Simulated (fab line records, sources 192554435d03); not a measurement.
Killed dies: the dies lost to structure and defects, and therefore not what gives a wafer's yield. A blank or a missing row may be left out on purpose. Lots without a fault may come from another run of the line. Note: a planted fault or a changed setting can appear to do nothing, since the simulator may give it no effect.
Matching of chambers + flow n5 finfet + 4 sister chambers for N5_BEOL_M7_ETCH_62 on rie diel-01
The step etches SOC in N2/H2, target depth 110 nm, overetch 22 nm, time 165 s. 4 wafers are shown with their chamber, then 9 later ones without.

== EACH WAFER AND ITS CHAMBER ==
| wafer  | chamber | showerhead plenum p Torr (Torr) |
|--------|---------|---------------------------------|
| L084.4 | 2       | 2.53                            |
| L088.3 | 0       | 2.58                            |
| L091.1 | 1       | 2.56                            |
| L091.6 | 3       | 2.42                            |

== WAFERS MISSING THEIR CHAMBER ==
| wafer  | showerhead plenum p Torr (Torr) |
|--------|---------------------------------|
| L092.1 | 2.58                            |
| L092.3 | 2.52                            |
| L092.4 | 2.56                            |
| L093.2 | 2.42                            |
| L093.4 | 2.52                            |
| L093.5 | 2.56                            |
| L097.1 | 2.58                            |
| L097.3 | 2.52                            |
| L097.5 | 2.42                            |

== THE CHAMBER EACH PASSED THROUGH ==
| wafer  | from the rows above | in truth |
|--------|---------------------|----------|
| L092.1 | 0                   | 0        |
| L092.3 | 2                   | 2        |
| L092.4 | 1                   | 1        |
| L093.2 | 3                   | 3        |
| L093.4 | 2                   | 2        |
| L093.5 | 1                   | 1        |
| L097.1 | 0                   | 0        |
| L097.3 | 2                   | 2        |
| L097.5 | 3                   | 3        |
Correct placement for 9 of the 9. Number that these rows cannot place: 0. Wrongly placed: 0.
How it was worked out, from the rows above alone: a wafer's distance from a chamber is the root of the sum, over the readings, of the square of ((its reading less the chamber's mean) divided by the reading's scatter). The wafer belongs to the nearest chamber; if the next one is less than 2 further off, it can't be placed. Each chamber's mean is taken over the wafers shown for it. The scatter: root of mean squared gap, hidden wafer to nearest shown wafer, with one shown wafer a chamber.
